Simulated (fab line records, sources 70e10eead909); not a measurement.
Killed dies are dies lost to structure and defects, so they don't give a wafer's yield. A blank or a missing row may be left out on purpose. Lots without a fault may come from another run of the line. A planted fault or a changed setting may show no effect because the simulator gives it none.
Chamber matching | flow nand_harc | NHARC_A_STAIRCASE_TRIM_229 on rie_diel-01: 4 sister chambers
The step chemistry O2, time 211.2 s. 16 wafers are shown with their chamber, then 8 later ones without.

WAFERS WITH THEIR CHAMBER
wafer  | chamber | drypump_motor_current_A (A) | showerhead_plenum_p_Torr (Torr) | oes_product_au (a.u.)
L074.1 | 2       | 5.2                         | 3.53                            | 1.019
L074.2 | 3       | 5.6                         | 3.48                            | 1.013
L074.5 | 2       | 5.3                         | 3.53                            | 1.006
L075.1 | 0       | 6.3                         | 3.41                            | 1.025
L075.2 | 1       | 4.8                         | 3.50                            | 1.002
L075.5 | 0       | 6.3                         | 3.41                            | 1.025
L078.4 | 3       | 5.6                         | 3.47                            | 1.001
L078.5 | 2       | 5.2                         | 3.53                            | 1.005
L078.6 | 0       | 6.3                         | 3.41                            | 1.027
L080.2 | 0       | 6.3                         | 3.40                            | 1.030
L080.4 | 1       | 4.8                         | 3.49                            | 0.976
L080.5 | 0       | 6.3                         | 3.40                            | 1.019
L082.2 | 0       | 6.3                         | 3.40                            | 1.035
L082.4 | 1       | 4.8                         | 3.49                            | 0.982
L082.6 | 3       | 5.7                         | 3.47                            | 1.012
L084.1 | 3       | 5.7                         | 3.46                            | 1.008

SIGNATURES (means of the wafers above)
reading                  | chamber 0 | chamber 1 | chamber 2 | chamber 3 | scatter within a chamber
drypump_motor_current_A  | 6.300     | 4.800     | 5.233     | 5.650     | 0.0373
showerhead_plenum_p_Torr | 3.4050    | 3.4933    | 3.5300    | 3.4700    | 0.00589
oes_product_au           | 1.02683   | 0.98667   | 1.01000   | 1.00850   | 0.00778
Rule: a wafer's distance from a chamber is the root of the sum, over the readings, of the square of ((its reading less the chamber's mean) divided by the reading's scatter). The wafer belongs to the nearest chamber; if the next one is less than 2 further off, it can't be placed. The scatter: the root of (the sum of the squares of (reading less its chamber's mean) over the shown wafers, divided by (wafers less chambers)).

WAFERS WITHOUT THEIR CHAMBER
wafer  | drypump_motor_current_A (A) | showerhead_plenum_p_Torr (Torr) | oes_product_au (a.u.)
L084.2 | 6.3                         | 3.40                            | 1.018
L084.3 | 5.2                         | 3.52                            | 1.005
L088.3 | 5.6                         | 3.45                            | 0.992
L088.5 | 4.8                         | 3.48                            | 0.970
L088.6 | 5.2                         | 3.51                            | 0.993
L097.1 | 5.2                         | 3.49                            | 0.996
L097.3 | 6.3                         | 3.37                            | 1.031
L097.4 | 4.8                         | 3.46                            | 0.988

WHICH CHAMBER EACH WENT THROUGH
wafer  | from the rows above | in truth
L084.2 | 0                   | 0
L084.3 | 2                   | 2
L088.3 | 3                   | 3
L088.5 | 1                   | 1
L088.6 | 2                   | 2
L097.1 | 2                   | 2
L097.3 | 0                   | 0
L097.4 | 1                   | 1
Placed correctly: 8 of 8. Can't be placed from these rows: 0. Placed wrongly: 0.
